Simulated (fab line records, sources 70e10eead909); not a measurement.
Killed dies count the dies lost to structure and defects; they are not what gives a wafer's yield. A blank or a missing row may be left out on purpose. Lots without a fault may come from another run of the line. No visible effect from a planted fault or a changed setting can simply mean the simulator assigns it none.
Which tool did it? ; flow nand harc ; 12 lots, 36 wafers sampled, at 5 steps of a route of 1302

== WHAT THE GAUGES READ, wafer by wafer ==
NHARC_A_ONON_D1_THK_MEAS_34: measures by ellipsometry.
lot;measured;on;thk nm (nm)
L801;day 9 00:43;film metro-02;193.3 200.8 199.0
L803;day 9 15:22;film metro-02;201.0 200.3 202.2
L805;day 10 03:48;film metro-01;198.7 201.2 202.9
L804;day 10 03:53;film metro-02;198.2 204.4 202.5
L807;day 11 04:38;film metro-01;203.3 196.4 198.7
L809;day 11 22:10;film metro-02;200.4 202.5 199.7
L812;day 13 04:27;film metro-02;199.8 198.5 199.3
L813;day 14 11:20;film metro-02;200.0 203.5 203.6
L814;day 14 11:28;film metro-01;201.0 198.0 201.5
L816;day 15 03:30;film metro-02;203.4 201.9 201.4
L821;day 17 03:42;film metro-01;201.4 196.7 202.5
L823;day 17 20:38;film metro-02;196.9 204.3 200.0

NHARC_END_SORT_01.
lot;measured;on;killed at array;killed at other;killed at periphery;killed dies;killed open;killed short
L801;day 25 00:14;prober-01;66 70 72;0 1 0;2 3 2;68 74 74;2 2 1;1 3 2
L803;day 25 10:31;prober-02;68 75 71;3 4 2;4 3 3;75 82 76;3 1 2;2 1 2
L805;day 26 01:29;prober-02;46 37 42;0 0 1;2 4 6;48 41 49;5 6 5;2 3 4
L804;day 25 16:46;prober-01;81 83 85;2 1 2;4 4 3;87 88 90;2 8 2;2 2 3
L807;day 27 07:25;prober-01;47 62 57;1 1 1;5 1 5;53 64 63;3 0 1;0 0 3
L809;day 28 06:38;prober-02;57 51 54;2 4 1;8 14 4;67 69 59;9 7 6;5 3 2
L812;day 29 02:24;prober-01;48 38 41;1 0 0;1 5 1;50 43 42;3 6 4;5 1 1
L813;day 30 20:06;prober-02;673 675 674;1 0 2;2 2 1;676 677 677;4 5 2;3 1 1
L814;day 30 09:41;prober-01;672 676 674;0 0 0;5 1 3;677 677 677;5 5 4;3 5 2
L816;day 30 09:40;prober-02;677 672 670;0 0 0;0 5 7;677 677 677;1 0 4;1 2 0
L821;day 32 22:58;prober-02;44 50 56;1 2 2;3 1 4;48 53 62;3 4 5;6 6 5
L823;day 33 10:28;prober-01;56 66 59;0 0 0;4 8 3;60 74 62;4 3 5;2 1 2

== WHAT TOOL EACH LOT RAN ON (gives the tool, then ch and the chambers of the sampled wafers, and finally the start) ==
lot;NHARC_A_CHANNEL_HOLE_D1_DESCUM_15;NHARC_A_CHANNEL_HOLE_D1_ETCH_39;NHARC_A_CHANNEL_HOLE_D1_ETCH_23
L801;rie diel-07 ch 0,3, day 9 05:24;rie diel-07 ch 0,1, day 9 05:35;har etch-01 ch 0,1, day 9 08:08
L803;rie diel-07 ch 0,2,3, day 9 18:26;rie diel-07 ch 1,2,3, day 9 18:38;har etch-02 ch 0,1, day 9 21:10
L805;rie diel-07 ch 0,3, day 10 07:04;rie diel-07 ch 1,2,3, day 10 07:16;har etch-01 ch 0,1, day 10 14:08
L804;rie diel-07 ch 0,3, day 10 08:52;rie diel-07 ch 1,2, day 10 09:04;har etch-02 ch 0,1, day 10 16:02
L807;rie diel-11 ch 0,1,3, day 11 08:56;rie diel-11 ch 1,2, day 11 09:13;har etch-02 ch 1, day 11 11:59
L809;rie diel-07 ch 0,1, day 12 01:12;rie diel-07 ch 2, day 12 01:25;har etch-01 ch 0,1, day 12 04:28
L812;rie diel-10 ch 0,1,3, day 13 07:23;rie diel-10 ch 2,3, day 13 07:35;har etch-02 ch 0,1, day 13 12:10
L813;rie diel-07 ch 1,2,3, day 14 16:28;rie diel-07 ch 0,1,3, day 14 16:40;har etch-02 ch 0,1, day 14 19:17
L814;rie diel-07 ch 2,3, day 14 17:54;rie diel-07 ch 1,2, day 14 18:04;har etch-01 ch 0,1, day 14 20:37
L816;rie diel-07 ch 2,3, day 15 06:29;rie diel-07 ch 0,1,2, day 15 06:41;har etch-01 ch 0, day 15 09:31
L821;rie diel-10 ch 2,3, day 17 06:40;rie diel-10 ch 0,2,3, day 17 06:54;har etch-02 ch 0,1, day 17 11:26
L823;rie diel-11 ch 1,2,3, day 18 00:05;rie diel-11 ch 1,2, day 18 00:22;har etch-01 ch 0,1, day 18 03:02
- NHARC_A_CHANNEL_HOLE_D1_DESCUM_15: chemistry O2, time 3 s.
- NHARC_A_CHANNEL_HOLE_D1_ETCH_39: etches the open film in N2/H2, target depth 260 nm, time 325 s.
- NHARC_A_CHANNEL_HOLE_D1_ETCH_23: etches the open film in C4F8/O2/Ar, time 819 s, target depth 1600 nm.

== WHAT THE TOOLS THEMSELVES READ (means of the sampled wafers that have a number; where no wafer has one, the mark that the record gives instead) ==
NHARC_A_CHANNEL_HOLE_D1_DESCUM_15.
lot;tool;drypump motor current A (A);oes product au (a.u.);rf vpp V (V);showerhead plenum p Torr (Torr);throttle valve pct (%)
L801;rie diel-07;5.6;0.991;57.8;1.96;11.306
L803;rie diel-07;5.3;1.010;57.7;1.96;11.310
L805;rie diel-07;5.6;1.003;58.1;1.95;11.310
L804;rie diel-07;5.6;1.004;57.9;1.96;11.311
L807;rie diel-11;5.6;1.000;57.5;1.95;11.306
L809;rie diel-07;5.4;1.009;57.0;1.85;11.315
L812;rie diel-10;6.3;1.003;57.0;1.94;11.310
L813;rie diel-07;5.3;1.008;57.9;1.92;11.311
L814;rie diel-07;5.1;1.012;58.0;1.98;11.297
L816;rie diel-07;5.4;1.007;58.4;1.97;11.317
L821;rie diel-10;5.7;1.003;56.4;1.84;11.304
L823;rie diel-11;5.9;1.005;56.8;1.85;11.316

NHARC_A_CHANNEL_HOLE_D1_ETCH_39.
lot;tool;drypump motor current A (A);oes product au (a.u.);rf vpp V (V);showerhead plenum p Torr (Torr);throttle valve pct (%)
L801;rie diel-07;5.4;0.995;428.7;1.96;14.168
L803;rie diel-07;5.3;0.998;430.9;2.05;14.171
L805;rie diel-07;5.3;1.009;431.2;2.05;14.175
L804;rie diel-07;5.0;1.001;430.5;2.05;14.174
L807;rie diel-11;5.6;1.006;429.6;2.04;14.171
L809;rie diel-07;4.8;1.012;433.2;2.12;14.178
L812;rie diel-10;5.7;0.991;429.0;1.98;14.169
L813;rie diel-07;5.5;0.811;429.8;2.03;14.164
L814;rie diel-07;5.0;0.815;430.7;2.04;14.178
L816;rie diel-07;5.2;0.803;430.5;2.03;14.170
L821;rie diel-10;5.8;1.002;430.6;2.04;14.173
L823;rie diel-11;5.6;1.013;429.3;2.02;14.169

NHARC_A_CHANNEL_HOLE_D1_ETCH_23.
lot;tool;drypump motor current A (A);showerhead plenum p Torr (Torr);throttle valve pct (%)
L801;har etch-01;5.6;3.72;32.149
L803;har etch-02;5.4;3.65;32.159
L805;har etch-01;5.7;3.71;32.158
L804;har etch-02;5.1;3.58;32.153
L807;har etch-02;4.9;3.52;32.154
L809;har etch-01;5.7;3.70;32.153
L812;har etch-02;5.4;3.62;32.144
L813;har etch-02;5.4;3.61;32.145
L814;har etch-01;5.6;3.68;32.151
L816;har etch-01;5.5;3.68;32.163
L821;har etch-02;5.4;3.75;32.157
L823;har etch-01;5.7;3.65;32.162

== THE ANSWER, worked out from the rows above alone ==
Rule: what is usual is taken from the lots themselves. The widest of any qualifying gaps counts: lots, ordered by their means at a reading, are off when they make up no more than a third of the lots, leave a main group of 4 or more, and stand apart from it by 3 or more times the standard deviation of that group's means. The tables above print the reading to a certain number of digits; a main group whose means all agree to those digits is not used. A lot without any number at a reading at which 4 lots or more have one is off too. Any other lot the step has rows for is counted as sound. After the gauges, taken in route order, come the tools' own readings; for these a lot's mean is taken, as printed above. At the first step where some lot is off, the reading lying furthest off is the one used; lots without a number count as furthest.
Off: L813, L814, L816, at NHARC_END_SORT_01 (killed at array). The main group: mean 59, standard deviation 13.
A tool fits if, at a process step before that reading, it ran every lot that is off, and no sound lot after the first of them. The gauges at NHARC_END_SORT_01 aren't tried: what is off there is off at NHARC_A_CHANNEL_HOLE_D1_ETCH_39 too, on other tools, and a gauge's error can't cause that. One fits: rie diel-07 at NHARC_A_CHANNEL_HOLE_D1_DESCUM_15 and NHARC_A_CHANNEL_HOLE_D1_ETCH_39. At NHARC_A_CHANNEL_HOLE_D1_DESCUM_15 its last sound lot is L809 (day 12 01:12), its first lot that is off L813 (day 14 16:28): a fault that began between those two fits.

== WHAT THE SIMULATOR HAD PUT IN ==
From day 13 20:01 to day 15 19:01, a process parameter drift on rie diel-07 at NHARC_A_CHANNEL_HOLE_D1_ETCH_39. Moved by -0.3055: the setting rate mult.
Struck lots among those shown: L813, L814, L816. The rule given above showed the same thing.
